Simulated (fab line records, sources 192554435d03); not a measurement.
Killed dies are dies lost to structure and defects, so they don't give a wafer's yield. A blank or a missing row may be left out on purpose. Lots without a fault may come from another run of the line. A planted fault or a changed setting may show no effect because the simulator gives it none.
Which tool did it? | flow n5_finfet | 12 lots, 36 wafers sampled, at 1 step of a route of 1938

WHAT THE GAUGES READ, wafer by wafer
N5_BEOL_M10_INSPECT_58: inspects for defects (darkfield).
lot  | measured     | on                | raw_defect_count
L074 | day 9 22:39  | defect_inspect-02 | 184 94 73
L077 | day 10 22:25 | defect_inspect-01 | 71 68 93
L080 | day 11 11:08 | defect_inspect-02 | 72 49 52
L082 | day 11 17:34 | defect_inspect-02 | 37 50 49
L083 | day 12 10:20 | defect_inspect-02 | 57 80 93
L086 | day 12 19:40 | defect_inspect-01 | 78 101 120
L087 | day 13 06:16 | defect_inspect-01 | 42 63 53
L090 | day 14 00:01 | defect_inspect-01 | 44 49 51
L091 | day 14 15:29 | defect_inspect-01 | 104 83 108
L093 | day 14 20:08 | defect_inspect-02 | 46 48 33
L095 | day 15 08:00 | defect_inspect-02 | 82 52 46
L097 | day 15 15:49 | defect_inspect-02 | 86 74 87

WHICH TOOL RAN EACH LOT (tool, then ch and the chambers of the sampled wafers, then the start)
The record holds no process step before these readings.

THE ANSWER, worked out from the rows above alone
Rule: what is usual is taken from the lots themselves. Put in order of their means at a reading, lots are off if they are a third of the lots or fewer, leave a main group of 4 or more, and stand apart from it by a gap of 3 or more times the standard deviation of the main group's means; of several such gaps the widest counts. A main group whose means are all the same, to the digits that the tables above print for the reading, isn't used. A lot without any number at a reading at which 4 lots or more have one is off too. The other lots that the step has rows for count as sound.
No lot is off at any reading shown: from this, nothing can be told.

WHAT THE SIMULATOR HAD PUT IN
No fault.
